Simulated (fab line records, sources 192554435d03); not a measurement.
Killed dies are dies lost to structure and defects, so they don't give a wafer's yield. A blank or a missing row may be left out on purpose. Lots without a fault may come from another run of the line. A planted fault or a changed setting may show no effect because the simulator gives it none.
Chamber matching | flow n5_finfet | N5_BEOL_M5_CURE_80 on uv_cure-03: 3 sister chambers
The step cures SiCOH lowk, time 120 s. 20 wafers are shown with their chamber, then 10 later ones without.

WAFERS WITH THEIR CHAMBER
wafer  | chamber | wafer_temp_C_max | lamp_power_pct (%)
L075.1 | 1       | 371.9            | 52.33
L075.2 | 1       | 371.6            | 52.31
L075.5 | 1       | 371.4            | 52.37
L082.1 | 2       | 372.8            | 52.29
L082.2 | 2       | 372.9            | 52.38
L082.3 | 2       | 372.0            | 52.34
L084.2 | 0       | 371.8            | 52.40
L084.3 | 0       | 371.2            | 52.34
L084.4 | 0       | 371.5            | 52.36
L083.2 | 0       | 371.6            | 52.38
L083.5 | 0       | 371.3            | 52.33
L083.6 | 0       | 371.7            | 52.25
L087.1 | 2       | 372.6            | 52.24
L087.2 | 2       | 372.5            | 52.29
L087.4 | 2       | 372.6            | 52.35
L090.1 | 0       | 372.0            | 52.30
L090.3 | 0       | 371.7            | 52.29
L090.5 | 0       | 371.5            | 52.29
L091.2 | 2       | 372.4            | 52.35
L091.4 | 2       | 371.9            | 52.39

SIGNATURES (means of the wafers above)
reading          | chamber 0 | chamber 1 | chamber 2 | scatter within a chamber
wafer_temp_C_max | 371.589   | 371.633   | 372.462   | 0.296
lamp_power_pct   | 52.3267   | 52.3367   | 52.3287   | 0.0479
Rule: a wafer's distance from a chamber is the root of the sum, over the readings, of the square of ((its reading less the chamber's mean) divided by the reading's scatter). The wafer belongs to the nearest chamber; if the next one is less than 2 further off, it can't be placed. The scatter: the root of (the sum of the squares of (reading less its chamber's mean) over the shown wafers, divided by (wafers less chambers)).

WAFERS WITHOUT THEIR CHAMBER
wafer  | wafer_temp_C_max | lamp_power_pct (%)
L091.6 | 372.5            | 52.25
L092.2 | 371.8            | 52.30
L092.4 | 372.0            | 52.19
L092.6 | 371.9            | 52.27
L095.1 | 372.1            | 52.42
L095.2 | 371.4            | 52.28
L095.5 | 371.8            | 52.33
L096.2 | 372.2            | 52.31
L096.4 | 372.2            | 52.39
L096.6 | 371.8            | 52.26

WHICH CHAMBER EACH WENT THROUGH
wafer  | from the rows above          | in truth
L091.6 | can't be placed: 2 or 1 or 0 | 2
L092.2 | can't be placed: 0 or 1 or 2 | 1
L092.4 | can't be placed: 0 or 2 or 1 | 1
L092.6 | can't be placed: 0 or 1 or 2 | 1
L095.1 | can't be placed: 2 or 1 or 0 | 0
L095.2 | can't be placed: 0 or 1      | 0
L095.5 | can't be placed: 1 or 0 or 2 | 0
L096.2 | can't be placed: 2 or 1 or 0 | 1
L096.4 | can't be placed: 2 or 1 or 0 | 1
L096.6 | can't be placed: 0 or 1 or 2 | 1
Placed correctly: 0 of 10. Can't be placed from these rows: 10 (the true chamber is among the candidates in 10). Placed wrongly: 0.
